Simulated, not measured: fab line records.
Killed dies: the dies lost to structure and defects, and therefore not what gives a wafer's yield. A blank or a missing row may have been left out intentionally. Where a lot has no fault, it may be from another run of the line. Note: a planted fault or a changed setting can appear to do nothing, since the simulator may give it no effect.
Split-lot experiment :: flow n5Finfet :: 39 wafers read from 7 lots, route of 1938 steps

== ON THE SPLIT ==
At N5_PASSIVATION_ETCH_15 (etches SiCN in CF4/N2, target depth 75 nm, time 81.2 s), the setting targetDepthA was moved away from the recipe's 750 angstrom on 18 of the 39 wafers read, by -43.9% to +43.2%. The other wafers ran this setting at the recipe's value.

The reading comes from the split's own step.

== THE READING ==
etch.depthNm (the simulator's own value, which no gauge read), in nm, at N5_PASSIVATION_ETCH_15 (etches SiCN in CF4/N2, target depth 75 nm, time 81.2 s). No usual value for it is given in the file. Across the 21 wafers here that went through the recipe, the average is 63.59 nm and the standard deviation 1.7 nm.

wafer: L079.1
tool, chamber at the split: rieDiel-02, 3
targetDepthA as run, angstrom: 420.7
against the recipe: -43.9%
etch.depthNm, nm: 37.08
against lot-mates on the recipe: -26.10

wafer: L079.2
tool, chamber at the split: rieDiel-02, 0
targetDepthA as run, angstrom: 750
against the recipe: recipe
etch.depthNm, nm: 62.47
against lot-mates on the recipe: -

wafer: L079.3
tool, chamber at the split: rieDiel-02, 2
targetDepthA as run, angstrom: 750
against the recipe: recipe
etch.depthNm, nm: 64.55
against lot-mates on the recipe: -

wafer: L079.4
tool, chamber at the split: rieDiel-02, 2
targetDepthA as run, angstrom: 420.7
against the recipe: -43.9%
etch.depthNm, nm: 36.08
against lot-mates on the recipe: -27.10

wafer: L079.5
tool, chamber at the split: rieDiel-02, 3
targetDepthA as run, angstrom: 420.7
against the recipe: -43.9%
etch.depthNm, nm: 36.74
against lot-mates on the recipe: -26.44

wafer: L079.6
tool, chamber at the split: rieDiel-02, 0
targetDepthA as run, angstrom: 750
against the recipe: recipe
etch.depthNm, nm: 62.53
against lot-mates on the recipe: -

wafer: L078.1
tool, chamber at the split: rieDiel-04, 0
targetDepthA as run, angstrom: 570.8
against the recipe: -23.9%
etch.depthNm, nm: 45.56
against lot-mates on the recipe: -18.98

wafer: L078.2
tool, chamber at the split: rieDiel-04, 1
targetDepthA as run, angstrom: 750
against the recipe: recipe
etch.depthNm, nm: 62.33
against lot-mates on the recipe: -

wafer: L078.3
tool, chamber at the split: rieDiel-04, 3
targetDepthA as run, angstrom: 570.8
against the recipe: -23.9%
etch.depthNm, nm: 50.42
against lot-mates on the recipe: -14.12

wafer: L078.4
tool, chamber at the split: rieDiel-04, 2
targetDepthA as run, angstrom: 570.8
against the recipe: -23.9%
etch.depthNm, nm: 50.15
against lot-mates on the recipe: -14.39

wafer: L078.5
tool, chamber at the split: rieDiel-04, 3
targetDepthA as run, angstrom: 750
against the recipe: recipe
etch.depthNm, nm: 65.73
against lot-mates on the recipe: -

wafer: L078.6
tool, chamber at the split: rieDiel-04, 2
targetDepthA as run, angstrom: 750
against the recipe: recipe
etch.depthNm, nm: 65.56
against lot-mates on the recipe: -

wafer: L083.1
tool, chamber at the split: rieDiel-04, 1
targetDepthA as run, angstrom: 750
against the recipe: recipe
etch.depthNm, nm: 62.16
against lot-mates on the recipe: -

wafer: L083.2
tool, chamber at the split: rieDiel-04, 0
targetDepthA as run, angstrom: 1004
against the recipe: +33.9%
etch.depthNm, nm: 79.35
against lot-mates on the recipe: +15.45

wafer: L083.3
tool, chamber at the split: rieDiel-04, 2
targetDepthA as run, angstrom: 750
against the recipe: recipe
etch.depthNm, nm: 64.47
against lot-mates on the recipe: -

wafer: L083.4
tool, chamber at the split: rieDiel-04, 3
targetDepthA as run, angstrom: 1004
against the recipe: +33.9%
etch.depthNm, nm: 87.97
against lot-mates on the recipe: +24.07

wafer: L083.5
tool, chamber at the split: rieDiel-04, 2
targetDepthA as run, angstrom: 750
against the recipe: recipe
etch.depthNm, nm: 65.08
against lot-mates on the recipe: -

wafer: L083.6
tool, chamber at the split: rieDiel-04, 3
targetDepthA as run, angstrom: 1004
against the recipe: +33.9%
etch.depthNm, nm: 88.15
against lot-mates on the recipe: +24.25

wafer: L085.1
tool, chamber at the split: rieDiel-04, 0
targetDepthA as run, angstrom: 750
against the recipe: recipe
etch.depthNm, nm: 60.19
against lot-mates on the recipe: -

wafer: L085.2
tool, chamber at the split: rieDiel-04, 2
targetDepthA as run, angstrom: 987.6
against the recipe: +31.7%
etch.depthNm, nm: 86.45
against lot-mates on the recipe: +25.69

wafer: L085.3
tool, chamber at the split: rieDiel-04, 3
targetDepthA as run, angstrom: 987.6
against the recipe: +31.7%
etch.depthNm, nm: 86.87
against lot-mates on the recipe: +26.11

wafer: L085.4
tool, chamber at the split: rieDiel-04, 1
targetDepthA as run, angstrom: 750
against the recipe: recipe
etch.depthNm, nm: 62.43
against lot-mates on the recipe: -

wafer: L085.5
tool, chamber at the split: rieDiel-04, 0
targetDepthA as run, angstrom: 750
against the recipe: recipe
etch.depthNm, nm: 59.67
against lot-mates on the recipe: -

wafer: L085.6
tool, chamber at the split: rieDiel-04, 3
targetDepthA as run, angstrom: 987.6
against the recipe: +31.7%
etch.depthNm, nm: 86.54
against lot-mates on the recipe: +25.78

wafer: L088.1
tool, chamber at the split: rieDiel-02, 2
targetDepthA as run, angstrom: 496.1
against the recipe: -33.9%
etch.depthNm, nm: 42.96
against lot-mates on the recipe: -21.40

wafer: L088.2
tool, chamber at the split: rieDiel-02, 1
targetDepthA as run, angstrom: 496.1
against the recipe: -33.9%
etch.depthNm, nm: 41.94
against lot-mates on the recipe: -22.42

wafer: L088.3
tool, chamber at the split: rieDiel-02, 2
targetDepthA as run, angstrom: 750
against the recipe: recipe
etch.depthNm, nm: 64.83
against lot-mates on the recipe: -

wafer: L088.4
tool, chamber at the split: rieDiel-02, 1
targetDepthA as run, angstrom: 750
against the recipe: recipe
etch.depthNm, nm: 63.04
against lot-mates on the recipe: -

wafer: L088.5
tool, chamber at the split: rieDiel-02, 2
targetDepthA as run, angstrom: 750
against the recipe: recipe
etch.depthNm, nm: 65.22
against lot-mates on the recipe: -

wafer: L088.6
tool, chamber at the split: rieDiel-02, 1
targetDepthA as run, angstrom: 496.1
against the recipe: -33.9%
etch.depthNm, nm: 41.86
against lot-mates on the recipe: -22.50

wafer: L092.1
tool, chamber at the split: rieDiel-05, 1
targetDepthA as run, angstrom: 1074
against the recipe: +43.2%
etch.depthNm, nm: 93.24
against lot-mates on the recipe: +28.93

wafer: L092.2
tool, chamber at the split: rieDiel-05, 0
targetDepthA as run, angstrom: 1074
against the recipe: +43.2%
etch.depthNm, nm: 90.71
against lot-mates on the recipe: +26.40

wafer: L092.3
tool, chamber at the split: rieDiel-05, 2
targetDepthA as run, angstrom: 1074
against the recipe: +43.2%
etch.depthNm, nm: 92.41
against lot-mates on the recipe: +28.10

wafer: L092.4
tool, chamber at the split: rieDiel-05, 3
targetDepthA as run, angstrom: 750
against the recipe: recipe
etch.depthNm, nm: 64.16
against lot-mates on the recipe: -

wafer: L092.5
tool, chamber at the split: rieDiel-05, 0
targetDepthA as run, angstrom: 750
against the recipe: recipe
etch.depthNm, nm: 63.34
against lot-mates on the recipe: -

wafer: L092.6
tool, chamber at the split: rieDiel-05, 1
targetDepthA as run, angstrom: 750
against the recipe: recipe
etch.depthNm, nm: 65.42
against lot-mates on the recipe: -

wafer: L096.2
tool, chamber at the split: rieDiel-02, 3
targetDepthA as run, angstrom: 750
against the recipe: recipe
etch.depthNm, nm: 65.18
against lot-mates on the recipe: -

wafer: L096.4
tool, chamber at the split: rieDiel-02, 0
targetDepthA as run, angstrom: 750
against the recipe: recipe
etch.depthNm, nm: 63.63
against lot-mates on the recipe: -

wafer: L096.6
tool, chamber at the split: rieDiel-02, 0
targetDepthA as run, angstrom: 750
against the recipe: recipe
etch.depthNm, nm: 63.49
against lot-mates on the recipe: -

FIT RESULTS
A straight line over all 39 wafers: etch.depthNm changes by +0.646 nm for each +1% of targetDepthA; r = +0.99; the points scatter about the line by 2 nm.
The same after taking each lot's own level away (the mean of its wafers on the recipe; 39 wafers): +0.656 nm for each +1%; r = +0.99; scatter 2.2 nm.
Per that fit: largest targetDepthA move, reading shift of 29 nm.
The lots' own levels span 60.763 to 64.540 nm, that is 2.3 times the standard deviation above.
Consequently the slope shifts little with the lot-to-lot level, the two slopes agreeing.
Check: for one of the wafers moved furthest among these (-43.9%), held out of the fit, the line's prediction against its lot-mates is -28.7 nm. Against them it came out at -26.1 nm.

== OTHER SPLITS ON THESE WAFERS ==
Before the reading, these wafers also passed through other splits. Each is held against what the fit with the lots' levels taken away leaves over:
other split on the same wafers: N5_BEOL_M6_ALD_77 aldCycles
wafers away from the commonest value: 15
r with etch.depthNm (lot level and that fit taken away): +0.28

other split on the same wafers: N5_BEOL_M9_DESCUM_16 timeS
wafers away from the commonest value: 6
r with etch.depthNm (lot level and that fit taken away): -0.32

other split on the same wafers: N5_BEOL_M11_ALD_74 aldCycles
wafers away from the commonest value: 9
r with etch.depthNm (lot level and that fit taken away): +0.05

other split on the same wafers: N5_BEOL_M14_SPUTTER_43 targetThkA
wafers away from the commonest value: 18
r with etch.depthNm (lot level and that fit taken away): -0.28

== FILE'S OWN FIT ==
etch.depthNm changes by +0.657 nm for each +1% of targetDepthA, r = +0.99.
